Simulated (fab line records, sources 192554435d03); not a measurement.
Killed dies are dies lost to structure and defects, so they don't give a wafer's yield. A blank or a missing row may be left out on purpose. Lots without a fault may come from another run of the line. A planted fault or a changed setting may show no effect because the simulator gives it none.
Chamber matching | flow n5_finfet | N5_BEOL_M3_STRIP_19 on rie_diel-02: 4 sister chambers
The step strips in O2. 16 wafers are shown with their chamber, then 8 later ones without.

WAFERS WITH THEIR CHAMBER
wafer  | chamber | showerhead_plenum_p_Torr (Torr) | throttle_valve_pct (%) | oes_product_au (a.u.)
L075.1 | 0       | 2.15                            | 16.33                  | 0.89
L075.2 | 1       | 2.02                            | 17.11                  | 0.75
L075.4 | 2       | 1.96                            | 16.97                  | 0.67
L076.2 | 2       | 1.96                            | 16.97                  | 0.66
L076.3 | 1       | 2.02                            | 17.12                  | 0.74
L076.4 | 1       | 2.02                            | 17.14                  | 0.74
L078.1 | 3       | 1.99                            | 16.41                  | 0.74
L078.4 | 1       | 2.02                            | 17.14                  | 0.74
L078.5 | 2       | 1.96                            | 16.97                  | 0.66
L080.1 | 2       | 1.96                            | 16.96                  | 0.65
L080.3 | 3       | 1.99                            | 16.42                  | 0.75
L080.4 | 0       | 2.15                            | 16.33                  | 0.88
L081.2 | 1       | 2.02                            | 17.14                  | 0.74
L081.3 | 0       | 2.15                            | 16.34                  | 0.88
L081.5 | 1       | 2.02                            | 17.13                  | 0.74
L087.2 | 3       | 1.98                            | 16.45                  | 0.72

SIGNATURES (means of the wafers above)
reading                  | chamber 0 | chamber 1 | chamber 2 | chamber 3 | scatter within a chamber
showerhead_plenum_p_Torr | 2.1500    | 2.0200    | 1.9600    | 1.9867    | 0.00236
throttle_valve_pct       | 16.3333   | 17.1300   | 16.9675   | 16.4267   | 0.0123
oes_product_au           | 0.8833    | 0.7417    | 0.6600    | 0.7367    | 0.00825
Rule: a wafer's distance from a chamber is the root of the sum, over the readings, of the square of ((its reading less the chamber's mean) divided by the reading's scatter). The wafer belongs to the nearest chamber; if the next one is less than 2 further off, it can't be placed. The scatter: the root of (the sum of the squares of (reading less its chamber's mean) over the shown wafers, divided by (wafers less chambers)).

WAFERS WITHOUT THEIR CHAMBER
wafer  | showerhead_plenum_p_Torr (Torr) | throttle_valve_pct (%) | oes_product_au (a.u.)
L087.3 | 2.21                            | 16.54                  | 0.98
L087.6 | 2.14                            | 16.36                  | 0.85
L089.2 | 2.21                            | 16.54                  | 0.98
L089.4 | 2.14                            | 16.40                  | 0.85
L089.6 | 2.21                            | 16.55                  | 0.97
L095.1 | 2.01                            | 17.17                  | 0.72
L095.2 | 2.14                            | 16.39                  | 0.85
L095.4 | 2.21                            | 16.56                  | 0.95

WHICH CHAMBER EACH WENT THROUGH
wafer  | from the rows above | in truth
L087.3 | 0                   | 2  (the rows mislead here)
L087.6 | 0                   | 0
L089.2 | 0                   | 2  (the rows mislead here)
L089.4 | 0                   | 0
L089.6 | 0                   | 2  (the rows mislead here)
L095.1 | 1                   | 1
L095.2 | 0                   | 0
L095.4 | 0                   | 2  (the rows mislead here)
Placed correctly: 4 of 8. Can't be placed from these rows: 0. Placed wrongly: 4.
